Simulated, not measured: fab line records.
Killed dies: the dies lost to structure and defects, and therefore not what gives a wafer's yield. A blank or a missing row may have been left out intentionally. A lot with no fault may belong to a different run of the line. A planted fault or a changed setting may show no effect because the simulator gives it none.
The tool behind it: which one?	flow n5_finfet	Sampling: 22 lots, 66 wafers, 6 of 1938 route steps

== WHAT EACH GAUGE READ, for each wafer ==
The record holds no reading of a measuring or inspecting step that can be judged against a usual standard deviation.

== WHICH TOOL RAN EACH LOT (tool, then ch and the chambers of the sampled wafers, then the start) ==
lot	N5_BEOL_M9_ILD_DEP_00	N5_BEOL_M9_CURE_71	N5_BEOL_M9_HM_OPEN_17	N5_BEOL_M9_ETCH_66	N5_BEOL_M9_VIA_ETCH_34	N5_BEOL_M9_DEP_56
L076	pecvd-03 ch 0,1, day 10 01:18	uv_cure-03 ch 0, day 10 02:47	rie_metal-03 ch 0,1, day 10 04:03	rie_diel-01 ch 0,1,3, day 10 07:17	rie_diel-01 ch 0,1,3, day 10 07:23	pecvd-02 ch 1,2, day 10 10:13
L074	pecvd-03 ch 0,1,2, day 10 01:47	uv_cure-03 ch 0, day 10 03:52	rie_metal-03 ch 0,1, day 10 05:08	rie_diel-02 ch 0,1,2, day 10 07:27	rie_diel-02 ch 0,1,2, day 10 07:33	pecvd-04 ch 0,1,2, day 10 11:04
L075	pecvd-03 ch 0,1, day 10 08:47	uv_cure-03 ch 0, day 10 09:43	rie_metal-03 ch 0,1, day 10 12:02	rie_diel-03 ch 1,3, day 10 13:13	rie_diel-03 ch 1,3, day 10 13:19	pecvd-03 ch 0,1, day 10 22:07
L077	pecvd-04 ch 0,2, day 11 03:49	uv_cure-02 ch 1, day 11 03:53	rie_metal-01 ch 0,1, day 11 06:14	rie_diel-02 ch 2,3, day 11 07:20	rie_diel-02 ch 2,3, day 11 07:26	pecvd-03 ch 0,1, day 11 11:45
L078	pecvd-02 ch 0,2, day 11 06:26	uv_cure-03 ch 2, day 11 06:35	rie_metal-01 ch 0, day 11 08:42	rie_diel-03 ch 1,2, day 11 10:14	rie_diel-03 ch 1,2, day 11 10:20	pecvd-04 ch 0,1, day 11 12:35
L079	pecvd-02 ch 0,2, day 11 07:38	uv_cure-03 ch 0, day 11 07:53	rie_metal-01 ch 0,1, day 11 09:19	rie_diel-02 ch 1,2,3, day 11 10:24	rie_diel-02 ch 1,2,3, day 11 10:30	pecvd-02 ch 0,1,2, day 11 12:52
L081	pecvd-03 ch 0, day 11 14:24	uv_cure-02 ch 0, day 11 14:35	rie_metal-01 ch 0,1, day 11 16:26	rie_diel-01 ch 1,3, day 11 17:10	rie_diel-01 ch 1,3, day 11 17:16	pecvd-02 ch 1,2, day 11 19:46
L080	pecvd-02 ch 1,2, day 11 14:32	uv_cure-03 ch 0, day 11 14:47	rie_metal-02 ch 0,1, day 11 16:38	rie_diel-03 ch 0,1, day 11 17:27	rie_diel-03 ch 0,1, day 11 17:33	pecvd-02 ch 0,1,2, day 11 20:16
L082	pecvd-03 ch 0,1, day 11 16:31	uv_cure-02 ch 2, day 11 16:46	rie_metal-03 ch 0,1, day 11 18:44	rie_diel-03 ch 2,3, day 11 19:52	rie_diel-03 ch 2,3, day 11 19:58	pecvd-02 ch 0,1,2, day 11 22:13
L085	pecvd-03 ch 0,1,2, day 12 04:53	uv_cure-02 ch 1, day 12 05:07	rie_metal-01 ch 0,1, day 12 08:03	rie_diel-02 ch 1,3, day 12 09:34	rie_diel-02 ch 1,3, day 12 09:40	pecvd-03 ch 1,2, day 12 17:47
L084	pecvd-04 ch 0,1, day 12 08:03	uv_cure-02 ch 2, day 12 08:24	rie_metal-03 ch 0,1, day 12 11:18	rie_diel-03 ch 0,1,2, day 12 16:23	rie_diel-03 ch 0,1,2, day 12 16:29	pecvd-04 ch 1,2, day 12 19:53
L087	pecvd-03 ch 0,1,2, day 13 06:49	uv_cure-03 ch 0, day 13 06:53	rie_metal-02 ch 0,1, day 13 10:13	rie_diel-01 ch 0,1,3, day 13 11:59	rie_diel-01 ch 0,1,3, day 13 12:05	pecvd-03 ch 0,1,2, day 13 15:29
L089	pecvd-04 ch 0,2, day 13 19:56	uv_cure-02 ch 2, day 13 20:03	rie_metal-03 ch 0,1, day 13 21:53	rie_diel-03 ch 0,1,2, day 13 23:36	rie_diel-03 ch 0,1,2, day 13 23:42	pecvd-03 ch 0,1,2, day 14 02:19
L088	pecvd-02 ch 1,2, day 13 21:27	uv_cure-03 ch 1, day 13 21:52	rie_metal-03 ch 0,1, day 14 01:19	rie_diel-03 ch 0,1,3, day 14 02:56	rie_diel-03 ch 0,1,3, day 14 03:02	pecvd-04 ch 0,1, day 14 07:13
L086	pecvd-04 ch 0,2, day 13 21:44	uv_cure-02 ch 1, day 13 22:08	rie_metal-01 ch 0,1, day 14 01:52	rie_diel-02 ch 0,1, day 14 03:07	rie_diel-02 ch 0,1, day 14 03:13	pecvd-04 ch 0,2, day 14 07:36
L090	pecvd-02 ch 0,1, day 14 08:00	uv_cure-03 ch 2, day 14 08:24	rie_metal-01 ch 0,1, day 14 10:57	rie_diel-01 ch 0,3, day 14 11:47	rie_diel-01 ch 0,3, day 14 11:53	pecvd-04 ch 0,1,2, day 14 14:25
L091	pecvd-04 ch 0,1,2, day 15 07:34	uv_cure-03 ch 0, day 15 07:55	rie_metal-02 ch 0,1, day 15 12:13	rie_diel-03 ch 0,2,3, day 15 15:32	rie_diel-03 ch 0,2,3, day 15 15:38	pecvd-03 ch 0,1,2, day 15 18:38
L092	pecvd-02 ch 0,1,2, day 15 16:46	uv_cure-01 ch 2, day 15 17:03	rie_metal-03 ch 0,1, day 15 18:44	rie_diel-01 ch 0,1, day 15 20:05	rie_diel-01 ch 0,1, day 15 20:11	pecvd-03 ch 0,1,2, day 15 23:12
L094	pecvd-03 ch 0,1,2, day 15 17:00	uv_cure-02 ch 0, day 15 17:14	rie_metal-03 ch 0,1, day 15 21:16	rie_diel-02 ch 0,2,3, day 15 22:07	rie_diel-02 ch 0,2,3, day 15 22:13	pecvd-03 ch 1,2, day 16 01:46
L096	pecvd-03 ch 0,2, day 16 11:34	uv_cure-03 ch 2, day 16 11:38	rie_metal-03 ch 0,1, day 16 14:53	rie_diel-02 ch 0,1,3, day 16 19:55	rie_diel-02 ch 0,1,3, day 16 20:02	pecvd-03 ch 0,1, day 16 23:06
L095	pecvd-04 ch 0,1, day 16 12:01	uv_cure-02 ch 2, day 16 12:10	rie_metal-01 ch 0, day 16 14:59	rie_diel-03 ch 0,2,3, day 16 19:53	rie_diel-03 ch 0,2,3, day 16 19:59	pecvd-04 ch 0,1, day 16 22:56
L097	pecvd-03 ch 0,1,2, day 16 16:26	uv_cure-03 ch 2, day 16 16:31	rie_metal-02 ch 0,1, day 16 20:58	rie_diel-03 ch 0,2,3, day 16 22:04	rie_diel-03 ch 0,2,3, day 16 22:10	pecvd-02 ch 0,1,2, day 17 01:02
- N5_BEOL_M9_ILD_DEP_00: deposits SiCOH lowk from DEMS/porogen, target thk 308.51 nm, time 58 s.
- N5_BEOL_M9_CURE_71: cures SiCOH lowk, time 240 s.
- N5_BEOL_M9_HM_OPEN_17: chemistry Cl2/BCl3, target TiN, target depth 20 nm, overetch 6 nm.
- N5_BEOL_M9_ETCH_66: etches SOC in N2/H2, target depth 80 nm, overetch 16 nm, time 120 s.
- N5_BEOL_M9_VIA_ETCH_34: etches SiCOH lowk in C4F6/O2, target depth 182.4 nm, time 68.4 s.
- N5_BEOL_M9_DEP_56: deposits SiCN from 3MS/NH3, target thk 15 nm, time 26.5 s.

== AS READ BY THE TOOLS THEMSELVES (means over the sampled wafers that have a number; for cases with no such wafer, the mark the record gives instead) ==
N5_BEOL_M9_ILD_DEP_00.
lot	tool	heater_power_w (W)	showerhead_plenum_p_Torr (Torr)	throttle_valve_pct (%)
L076	pecvd-03	266	5.754	13.6
L074	pecvd-03	289	5.760	13.7
L075	pecvd-03	258	5.749	13.5
L077	pecvd-04	372	5.743	14.2
L078	pecvd-02	255	5.743	14.1
L079	pecvd-02	258	5.745	14.2
L081	pecvd-03	232	5.743	13.7
L080	pecvd-02	344	5.746	13.7
L082	pecvd-03	250	5.747	13.6
L085	pecvd-03	302	5.749	13.3
L084	pecvd-04	409	5.731	15.2
L087	pecvd-03	291	5.757	13.3
L089	pecvd-04	388	5.726	14.9
L088	pecvd-02	290	5.745	13.4
L086	pecvd-04	372	5.744	14.2
L090	pecvd-02	286	5.739	14.4
L091	pecvd-04	375	5.737	14.4
L092	pecvd-02	306	5.747	14.1
L094	pecvd-03	285	5.736	13.2
L096	pecvd-03	267	5.759	12.9
L095	pecvd-04	389	5.736	14.8
L097	pecvd-03	287	5.753	13.3

N5_BEOL_M9_CURE_71.
lot	tool	lamp_power_pct (%)	wafer_temp_C_max
L076	uv_cure-03	52.26	387.3
L074	uv_cure-03	52.29	387.1
L075	uv_cure-03	52.33	387.1
L077	uv_cure-02	52.33	387.0
L078	uv_cure-03	52.31	388.0
L079	uv_cure-03	52.32	386.6
L081	uv_cure-02	52.37	386.5
L080	uv_cure-03	52.29	386.9
L082	uv_cure-02	52.36	386.5
L085	uv_cure-02	52.33	386.9
L084	uv_cure-02	52.28	386.5
L087	uv_cure-03	52.35	387.0
L089	uv_cure-02	52.32	386.5
L088	uv_cure-03	52.33	386.9
L086	uv_cure-02	52.35	386.7
L090	uv_cure-03	52.38	387.3
L091	uv_cure-03	52.32	387.3
L092	uv_cure-01	52.34	385.8
L094	uv_cure-02	52.28	386.7
L096	uv_cure-03	52.28	387.4
L095	uv_cure-02	52.32	386.9
L097	uv_cure-03	52.29	387.4

N5_BEOL_M9_HM_OPEN_17.
lot	tool	chamber_pressure_mTorr (mTorr)	drypump_motor_current_A (A)	oes_product_au (a.u.)	throttle_valve_pct (%)
L076	rie_metal-03	9.997	5.3	0.64	22.26
L074	rie_metal-03	10.002	5.5	0.68	22.32
L075	rie_metal-03	9.999	5.3	0.64	22.28
L077	rie_metal-01	10.009	5.4	0.64	22.40
L078	rie_metal-01	9.993	5.1	0.67	22.21
L079	rie_metal-01	10.010	5.4	0.65	22.38
L081	rie_metal-01	9.998	5.7	0.60	22.57
L080	rie_metal-02	10.001	5.2	0.67	22.12
L082	rie_metal-03	9.996	5.3	0.63	22.29
L085	rie_metal-01	10.004	5.5	0.64	22.40
L084	rie_metal-03	10.007	5.5	0.66	22.33
L087	rie_metal-02	9.999	5.2	0.76	21.93
L089	rie_metal-03	9.997	5.5	0.66	22.35
L088	rie_metal-03	9.996	5.5	0.65	22.34
L086	rie_metal-01	10.000	5.4	0.62	22.40
L090	rie_metal-01	9.995	5.4	0.62	22.41
L091	rie_metal-02	9.993	5.2	0.74	21.95
L092	rie_metal-03	9.999	5.5	0.64	22.36
L094	rie_metal-03	10.002	5.3	0.60	22.31
L096	rie_metal-03	9.994	5.5	0.63	22.37
L095	rie_metal-01	10.001	5.1	0.65	22.23
L097	rie_metal-02	10.003	5.2	0.73	21.96

N5_BEOL_M9_ETCH_66.
lot	tool	chamber_pressure_mTorr (mTorr)	drypump_motor_current_A (A)	oes_product_au (a.u.)	rf_vpp_V (V)	showerhead_plenum_p_Torr (Torr)	throttle_valve_pct (%)
L076	rie_diel-01	29.994	5.9	0.67	525.0	2.58	17.37
L074	rie_diel-02	29.997	5.7	0.64	521.7	2.46	17.82
L075	rie_diel-03	30.009	6.5	0.63	526.0	2.60	17.75
L077	rie_diel-02	30.003	6.3	0.58	520.8	2.44	17.98
L078	rie_diel-03	30.020	5.9	0.55	524.4	2.57	17.92
L079	rie_diel-02	29.993	5.9	0.59	521.0	2.43	18.01
L081	rie_diel-01	30.024	5.7	0.67	525.7	2.62	17.30
L080	rie_diel-03	29.988	5.7	0.56	524.9	2.60	18.06
L082	rie_diel-03	30.003	6.1	0.58	524.4	2.55	17.67
L085	rie_diel-02	30.011	5.9	0.52	519.5	2.41	18.14
L084	rie_diel-03	30.024	5.6	0.55	524.3	2.56	17.89
L087	rie_diel-01	29.987	5.9	0.64	524.5	2.57	17.42
L089	rie_diel-03	29.997	5.6	0.55	524.0	2.56	17.90
L088	rie_diel-03	30.005	5.9	0.59	525.1	2.57	17.83
L086	rie_diel-02	30.013	5.3	0.57	521.2	2.42	18.02
L090	rie_diel-01	30.005	5.7	0.64	522.9	2.49	17.37
L091	rie_diel-03	29.997	5.7	0.57	523.9	2.54	17.65
L092	rie_diel-01	29.969	6.0	0.62	526.2	2.63	17.50
L094	rie_diel-02	30.028	6.1	0.66	524.3	2.55	17.71
L096	rie_diel-02	30.003	5.7	0.69	526.0	2.63	17.68
L095	rie_diel-03	30.012	5.8	0.58	522.8	2.54	17.69
L097	rie_diel-03	30.009	5.8	0.57	523.8	2.54	17.69

N5_BEOL_M9_VIA_ETCH_34.
lot	tool	chamber_pressure_mTorr (mTorr)	drypump_motor_current_A (A)	oes_f_703_au (a.u.)	oes_product_au (a.u.)	rf_vpp_V (V)	showerhead_plenum_p_Torr (Torr)	throttle_valve_pct (%)
L076	rie_diel-01	30.012	5.9	0.89	0.88	662	2.88	20.46
L074	rie_diel-02	30.004	5.7	0.83	0.85	653	2.77	21.04
L075	rie_diel-03	30.000	6.4	0.85	0.83	655	2.92	20.94
L077	rie_diel-02	30.005	6.3	0.76	0.77	669	2.74	21.06
L078	rie_diel-03	29.982	5.9	0.73	0.72	654	2.88	20.99
L079	rie_diel-02	30.006	5.9	0.75	0.77	661	2.75	21.17
L081	rie_diel-01	30.012	5.7	0.91	0.88	659	2.93	20.38
L080	rie_diel-03	30.000	5.6	0.74	0.73	656	2.90	21.12
L082	rie_diel-03	29.987	6.0	0.78	0.76	655	2.87	20.79
L085	rie_diel-02	29.973	5.9	0.67	0.68	664	2.72	21.25
L084	rie_diel-03	29.996	5.6	0.74	0.72	656	2.87	20.95
L087	rie_diel-01	29.997	5.8	0.86	0.84	661	2.87	20.50
L089	rie_diel-03	30.037	5.5	0.73	0.71	655	2.87	20.96
L088	rie_diel-03	29.988	5.9	0.77	0.76	656	2.89	20.96
L086	rie_diel-02	29.994	5.3	0.73	0.74	648	2.74	21.25
L090	rie_diel-01	30.009	5.7	0.85	0.83	672	2.80	20.58
L091	rie_diel-03	30.018	5.8	0.77	0.75	656	2.86	20.80
L092	rie_diel-01	30.001	6.0	0.83	0.81	650	2.92	20.45
L094	rie_diel-02	29.994	6.1	0.87	0.87	664	2.87	20.88
L096	rie_diel-02	29.999	5.7	0.90	0.91	672	2.96	20.88
L095	rie_diel-03	29.991	5.8	0.76	0.74	657	2.85	20.79
L097	rie_diel-03	30.004	5.8	0.76	0.75	657	2.85	20.81

N5_BEOL_M9_DEP_56.
lot	tool	showerhead_plenum_p_Torr (Torr)	throttle_valve_pct (%)
L076	pecvd-02	3.663	8.8
L074	pecvd-04	3.667	9.5
L075	pecvd-03	3.676	8.8
L077	pecvd-03	3.675	8.8
L078	pecvd-04	3.655	9.9
L079	pecvd-02	3.673	9.1
L081	pecvd-02	3.667	9.1
L080	pecvd-02	3.670	9.0
L082	pecvd-02	3.668	9.1
L085	pecvd-03	3.673	8.4
L084	pecvd-04	3.676	9.0
L087	pecvd-03	3.676	8.5
L089	pecvd-03	3.672	8.7
L088	pecvd-04	3.671	9.7
L086	pecvd-04	3.649	9.6
L090	pecvd-04	3.665	9.5
L091	pecvd-03	3.676	8.7
L092	pecvd-03	3.676	8.7
L094	pecvd-03	3.673	8.4
L096	pecvd-03	3.669	8.8
L095	pecvd-04	3.653	9.9
L097	pecvd-02	3.671	9.1

== THE ANSWER, worked out from the rows above alone ==
Rule: the lots themselves supply what counts as usual. Put in order of their means at a reading, lots are off if they are a third of the lots or fewer, leave a main group of 4 or more, and stand apart from it by a gap of 3 or more times the standard deviation of the main group's means; of several such gaps the widest counts. Not used: any main group whose means are identical at the precision the tables above print for the reading. A lot without any number at a reading at which 4 lots or more have one is off too. Any other lot the step has rows for is counted as sound. Order of review: gauges by route order, followed by the tools' own readings, for which a lot's mean as printed above is used. At the first step where some lot is off, the reading lying furthest off is the one used; lots without a number count as furthest.
No lot is off at any reading shown: from this, nothing can be told.

== WHAT THE SIMULATOR HAD PUT IN ==
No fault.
